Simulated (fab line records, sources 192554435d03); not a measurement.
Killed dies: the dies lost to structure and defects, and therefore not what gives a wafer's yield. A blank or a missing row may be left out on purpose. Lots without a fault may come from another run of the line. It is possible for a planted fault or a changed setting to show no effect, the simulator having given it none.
Struck lot and sound lot, side by side -- flow n5_finfet -- 25 out of 1938 route steps
Sound: the wafers L659.1, L659.4, L659.6. The struck wafers were L674.3, L674.4, L674.5. At the end, the cause is stated.
Each step with rows lists, per side, the tool, then ch with its chambers, then its first start. Under that, the readings that differ: sound wafers -- struck wafers -- difference of the means -- sigmas: that difference in standard deviations of wafers without a fault.
alike: readings with means less than 2 such deviations apart, plus words and numbers identical on both sides. not compared: withheld readings, readings lacking a value on some wafer, bounds such as >300 that could conceal the same value, and numbers that have no deviation in the record and whose values overlap.
A row with sigmas, a row that says differs or no value, or rows on one side alone: a step with any of these is where the two part. Numbers that don't overlap but have no deviation are shown without sigmas and don't part them. Lack of a reading on every wafer of one side parts them only where that side has two or more wafers.

N5_BEOL_M5_CO_CAP_78: material Co, precursor CCTBA/H2, target thk 2 nm, time 102.1 s.
  sound on cvd_co-01 ch 0,1, day 8 22:07; struck on cvd_co-01 ch 1,2, day 12 16:01
  alike: heater_power_w
  not compared: since_wet_clean_h
then, 2 steps without rows for these wafers: N5_BEOL_M5_PRE_CLEAN_55 (time 15 s); N5_BEOL_M5_DEP_56 (deposits SiCN from 3MS/NH3, target thk 8 nm, time 14 s).
N5_BEOL_M5_RS_MEAS_57: measures by four-point-probe.
  sound: film_metro-02 at day 8 22:17; struck: film_metro-02 at day 12 16:12
  alike: M5_RS
N5_BEOL_M5_INSPECT_58: inspects for defects (darkfield).
  sound: defect_inspect-02 at day 8 22:19; struck: defect_inspect-02 at day 12 16:14
  alike: raw_defect_count
then, 2 steps without rows for these wafers: N5_BEOL_M6_ILD_DEP_00 (deposits SiCOH lowk from DEMS/porogen, target thk 179.75 nm, time 33.4 s); N5_BEOL_M6_CURE_74 (cures SiCOH lowk, time 240 s).
N5_BEOL_M6_THK_MEAS_01:
  sound: film_metro-02 at day 8 23:02; struck: film_metro-01 at day 12 16:50
  alike: M6_ILD_THK
N5_BEOL_M6_PECVD_70: deposits SiO2 from TEOS/O2, target thk 20 nm, time 22.7 s.
  sound on pecvd-04 ch 0,2, day 8 23:04; struck on pecvd-03 ch 0,2, day 12 16:53
reading,sound,struck,difference,sigmas
showerhead_plenum_p_Torr (Torr),8.65 8.68 8.62,8.78 8.78 8.84,+0.15,+2
  alike: heater_power_w, throttle_valve_pct
  not compared: since_wet_clean_h
N5_BEOL_M6_HM_DEP_02: deposits TiN, target thk 20 nm.
  sound: pvd_sputter-03 at day 9 01:09; struck: pvd_sputter-01 at day 12 17:31
  alike: throttle_valve_pct
then, 2 steps without rows for these wafers: N5_BEOL_M6_COAT_59 (time 60 s, resist thk 100 nm); N5_BEOL_M6_COAT_60 (time 60 s, resist thk 35 nm).
N5_BEOL_M6_COAT_05: resist thk 90 nm.
  sound on litho_track-01 ch 0, day 9 01:17; struck on litho_track-02 ch 0, day 12 17:40
reading,sound,struck,difference,sigmas
spin_speed_rpm (rpm),1501.1 1500.8 1498.8,1719.1 1717.7 1718.0,+218.0,+99 or more
model.CAR-ArF_of_BEOL_M6_COAT_05.thk_nm (nm),89.8 90 90,84 84 84.2,-6,
then, 5 steps without rows for these wafers: N5_BEOL_M6_EBR_07; N5_BEOL_M6_SOFTBAKE_06 (time 60 s); N5_BEOL_M6_EXPOSE_08 (exposes mask M6); N5_BEOL_M6_PEB_09 (peb time 60 s); N5_BEOL_M6_DEVELOP_10 (develop time 30 s).
N5_BEOL_M6_CD_MEAS_11: target cd 38.5 nm.
  sound on cd_sem-01 ch 0, day 9 01:38; struck on cd_sem-01 ch 0, day 12 18:02
  alike: cd_nm
N5_BEOL_M6_OVL_MEAS_12:
  sound on overlay-01 ch 0, day 9 01:40; struck on overlay-02 ch 0, day 12 18:04
  alike: M6_OVL
N5_BEOL_M6_INSPECT_13: inspects for defects (brightfield).
  sound: defect_inspect-01 at day 9 01:42; struck: defect_inspect-02 at day 12 18:05
  alike: raw_defect_count
N5_BEOL_M6_DESCUM_16: chemistry O2, time 7.9 s.
  sound on rie_diel-02 ch 0,3, day 9 01:44; struck on rie_diel-04 ch 1,2,3, day 12 18:38
  alike: chamber_pressure_mTorr, drypump_motor_current_A, oes_product_au, rf_vpp_V, showerhead_plenum_p_Torr, throttle_valve_pct
  not compared: rf_hours_counter_h
N5_BEOL_M6_ETCH_61: etches SiARC in CF4, target depth 45.5 nm, time 75.8 s.
  sound on rie_diel-02 ch 0,3, day 9 01:46; struck on rie_diel-04 ch 1,2,3, day 12 18:41
reading,sound,struck,difference,sigmas
model.CAR-ArF_of_BEOL_M6_COAT_05.thk_nm (nm),50.6 50.6 50.8,45 45.2 45.4,-5,
  alike: cf4_flow_sccm, chamber_pressure_mTorr, drypump_motor_current_A, etch_rf_on_time_s, oes_product_au, rf_vpp_V, showerhead_plenum_p_Torr, throttle_valve_pct
  not compared: rf_hours_counter_h
N5_BEOL_M6_ETCH_62: etches SOC in N2/H2, target depth 110 nm, overetch 22 nm, time 165 s.
  sound on rie_diel-02 ch 0,3, day 9 01:49; struck on rie_diel-04 ch 1,2,3, day 12 18:44
  alike: chamber_pressure_mTorr, drypump_motor_current_A, oes_product_au, rf_vpp_V, showerhead_plenum_p_Torr, throttle_valve_pct
  not compared: rf_hours_counter_h
-- the record jumps here: 4 days lie between the struck wafers' starts before and after (it left off in module BEOL_M6 and takes up again in module PASSIVATION, whose first step shown is number 1936 of the route) --
N5_PASSIVATION_PROBE_49:
  only the struck wafers here have rows in the record (prober-02, day 16 21:34); the sound ones have none

== WHERE THEY PART ==
Earliest at N5_BEOL_M6_PECVD_70; latest, in this record, at N5_PASSIVATION_PROBE_49.

WHY: what had been put in by the simulator
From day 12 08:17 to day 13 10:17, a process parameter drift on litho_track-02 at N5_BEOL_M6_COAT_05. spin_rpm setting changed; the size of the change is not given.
